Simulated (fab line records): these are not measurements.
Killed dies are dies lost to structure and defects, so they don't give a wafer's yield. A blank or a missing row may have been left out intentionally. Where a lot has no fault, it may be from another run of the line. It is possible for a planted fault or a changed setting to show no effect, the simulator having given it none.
Chamber matching ; flow n5 finfet ; 4 sister chambers for N5_HKMG_FIN_ALD_71 on ald metal-02
The step deposits TiN, target thk 1 nm, pulse time 1 s, purge time 3 s. 16 wafers are shown with their chamber, then 8 later ones without.

EACH WAFER AND ITS CHAMBER
wafer;chamber;heater power w (W);precursor pulse height rel
L078.1;1;712;1.044
L078.2;2;913;1.017
L078.3;0;998;0.997
L078.4;3;851;1.053
L078.5;2;942;0.998
L078.6;1;692;0.989
L080.2;0;979;1.005
L080.3;1;700;1.036
L080.6;3;869;1.006
L084.1;2;914;1.011
L084.2;1;705;1.024
L084.3;3;857;1.017
L084.4;0;983;1.002
L084.5;0;993;0.970
L084.6;1;702;1.036
L085.2;0;982;0.983

SIGNATURES, as means of the wafers listed above
reading;chamber 0;chamber 1;chamber 2;chamber 3;scatter within a chamber
heater power w;987.00;702.20;923.00;859.00;9.94
precursor pulse height rel;0.99140;1.02580;1.00867;1.02533;0.0186
Rule: for a wafer and a chamber, the distance is found by dividing, reading by reading, the gap between the wafer's reading and the chamber's mean by the reading's scatter, squaring, summing and taking the root. If the next closest chamber is less than 2 further off than the closest, the wafer can't be placed; otherwise it belongs to the closest. The scatter: the root of (the sum of the squares of (reading less its chamber's mean) over the shown wafers, divided by (wafers less chambers)).

WAFERS MISSING THEIR CHAMBER
wafer;heater power w (W);precursor pulse height rel
L085.3;698;1.001
L085.6;881;0.987
L086.2;912;0.999
L086.4;849;0.984
L086.5;703;1.011
L089.2;890;0.967
L089.5;994;0.988
L089.6;700;0.989

THE CHAMBER EACH PASSED THROUGH
wafer;from the rows above;in truth
L085.3;1;1
L085.6;can't be placed: 3 or 2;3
L086.2;2;2
L086.4;3;3
L086.5;1;1
L089.2;can't be placed: 2 or 3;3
L089.5;0;0
L089.6;1;1
Correctly placed: 6 of 8. Cannot be placed on the basis of these rows: 2; the candidates contain the true chamber in 2. Wrongly placed: 0.
